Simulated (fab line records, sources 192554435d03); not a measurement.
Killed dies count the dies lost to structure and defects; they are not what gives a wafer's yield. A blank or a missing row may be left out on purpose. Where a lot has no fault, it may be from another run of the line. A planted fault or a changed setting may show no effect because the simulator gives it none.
Which of the tools did it? ; flow n5Finfet ; 10 lots, 30 wafers sampled, at 1 step of a route of 1938

WHAT THE GAUGES SHOWED, per wafer
N5_SDB_INSPECT_36: inspects for defects (darkfield). Usual: rawDefectCount reads 37 (standard deviation 17).
lot;measured;on;rawDefectCount;flag
L518;day 4 01:19;defectInspect-01;32 14 26;
L519;day 4 05:02;defectInspect-01;52 28 26;
L521;day 4 15:27;defectInspect-02;93 53 40;
L526;day 5 21:49;defectInspect-02;39 28 66;
L529;day 6 16:39;defectInspect-02;23 40 43;
L530;day 7 04:51;defectInspect-02;65 27 51;
L534;day 7 21:01;defectInspect-01;39 67 35;
L537;day 8 18:06;defectInspect-01;38 27 41;
L539;day 9 05:59;defectInspect-02;38 41 18;
L540;day 9 11:02;defectInspect-02;43 38 37;

WHICH TOOL RAN EACH LOT (tool, then ch and the chambers of the sampled wafers, then the start)
The record holds no process step before these readings.

WHAT THE TOOLS THEMSELVES READ (means of the sampled wafers that have a number; where no wafer has one, the mark that the record gives instead)
The record holds no such reading with a usual standard deviation.

THE ANSWER, worked out from the rows above alone
Rule: take the mean of a lot's wafers that have a number; if it is more than 3 standard deviations from the usual mean, the lot is off. Also off: a lot with no number at a reading for which 4 or more lots have one. Where the step has rows for the other lots, those lots are counted as sound. The gauges are gone through in route order, then the tools' own readings, and for those a lot's mean is taken as printed above. The first step at which some lot is off is used, and at that step the reading that is off furthest; a lot without a number counts as furthest.
No lot is off at any reading shown: from this, nothing can be told.

WHAT THE SIMULATOR HAD PUT IN
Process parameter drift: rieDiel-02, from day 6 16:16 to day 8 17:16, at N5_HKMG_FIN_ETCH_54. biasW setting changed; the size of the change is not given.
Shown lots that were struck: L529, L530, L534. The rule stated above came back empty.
